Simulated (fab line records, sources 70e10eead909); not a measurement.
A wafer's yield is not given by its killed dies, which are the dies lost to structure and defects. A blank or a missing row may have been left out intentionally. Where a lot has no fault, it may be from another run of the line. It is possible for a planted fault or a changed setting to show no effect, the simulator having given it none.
A lot that was struck, set against a sound lot | flow nandHarc | 14 steps out of a route of 1302
Sound: these wafers, L549.3, L549.4, L549.6. Wafers L558.1, L558.4, L558.6 were the ones struck. At the end, the cause is stated.
Order at every step that has rows: each side's tool, ch and its chambers, its first start. Under that, the readings that differ: sound wafers | struck wafers | difference of the means | sigmas: that difference in standard deviations of wafers without a fault.
alike: same words and numbers on both sides, and readings whose means sit less than 2 such deviations apart. not compared: any withheld reading, any reading some wafer has no value for, any bound like >300 that may hide the same value, and any number with overlapping values for which the record gives no deviation.
The two part at a step that has a row with sigmas, a row that says differs or no value, or rows on one side only. Non-overlapping numbers with no deviation appear without sigmas and do not part them. Lack of a reading on every wafer of one side parts them only where that side has two or more wafers.

NHARC_A_CHANNEL_FILL_D2_STRIP_28: strips in O2, time 20 s.
  sound on rieDiel-05 ch 0,3, day 14 05:05; struck on rieDiel-02 ch 2,3, day 18 18:38
  alike: drypumpMotorCurrentA, oesProductAu, rfVppV, showerheadPlenumPTorr, throttleValvePct
  not compared: rfHoursCounterH
then, 4 steps without rows for these wafers: NHARC_A_CHANNEL_FILL_D2_PRECLEAN_21 (cleans in dHF, time 30 s); NHARC_A_CHANNEL_FILL_D2_SRD_23; NHARC_A_CHANNEL_FILL_D2_CVD_05 (deposits poly-Si, target thk 5 nm); NHARC_A_CHANNEL_FILL_D2_ANNEAL_22 (time 7200 s).
NHARC_A_CHANNEL_FILL_D2_THK_MEAS_06: measures by ellipsometry.
  sound: filmMetro-02 at day 14 16:58; struck: filmMetro-01 at day 19 06:05
  alike: thkNm
NHARC_A_CHANNEL_FILL_D2_ALD_25: deposits SiOx, target thk 60 nm, pulse time 10 s, ald cycles 600.
  sound on aldHk-02 ch 0,1, day 14 17:02; struck on aldHk-02 ch 0,3, day 19 06:08
  alike: heaterPowerW, precursorPulseHeightRel
NHARC_A_CHANNEL_FILL_D2_ETCHBACK_08: etches the open film in C4F8, target depth 220 nm, time 110 s.
  sound: rieDiel-05 ch 0,1,2; struck: rieDiel-05 ch 0,1,3
  alike: oesProductAu, rfVppV
  not compared: rfHoursCounterH
NHARC_A_CHANNEL_FILL_D2_STRIP_29: strips in O2, time 20 s.
  sound: rieDiel-05 ch 0,3; struck: rieDiel-05 ch 0,3
  alike: drypumpMotorCurrentA, oesProductAu, rfVppV, showerheadPlenumPTorr, throttleValvePct
  not compared: rfHoursCounterH
then, 3 steps without rows for these wafers: NHARC_A_CHANNEL_FILL_D2_PRECLEAN_30 (cleans in dHF, time 30 s); NHARC_A_CHANNEL_FILL_D2_SRD_31; NHARC_A_CHANNEL_FILL_D2_CVD_09 (deposits poly-Si, target thk 150 nm, time 3000 s).
NHARC_A_CHANNEL_FILL_D2_CMP_10: polishes, target thk 150 nm.
  sound on cmp-04 ch 1,2,3, day 15 04:26; struck on cmp-01 ch 0,2,3, day 19 17:19
  no value came back on the struck wafers for edgeZonePressureFrac, motorCurrentA (A), timeToEndpointS (s); on the sound wafers edgeZonePressureFrac reads 1.005 0.996 1.002
-- break in the record here, with 9 days between the starts of the struck wafers on either side (left off in module A_CHANNEL_FILL_D2, picked up again in module END, where the first step shown is number 1302 on the route) --
NHARC_END_SORT_01:
  sound on prober-01 ch 0, day 24 11:51; struck on prober-01 ch 0, day 28 17:29
reading       | sound    | struck                                                            | difference                   | sigmas
hold          | - - -    | awaitDispo/4.8h/scrap awaitDispo/4.8h/scrap awaitDispo/4.8h/scrap | no value on the sound wafers | 
killedAtArray | 63 52 63 | 673 668 671                                                       | +611                         | +36
killedDies    | 69 55 65 | 677 677 677                                                       | +614                         | +34
  alike: killedAtOther, killedAtPeriphery, killedOpen, killedShort

WHERE THEY PART
Last at NHARC_END_SORT_01 as far as this record goes, first at NHARC_A_CHANNEL_FILL_D2_CMP_10.

WHY: what the simulator had put in
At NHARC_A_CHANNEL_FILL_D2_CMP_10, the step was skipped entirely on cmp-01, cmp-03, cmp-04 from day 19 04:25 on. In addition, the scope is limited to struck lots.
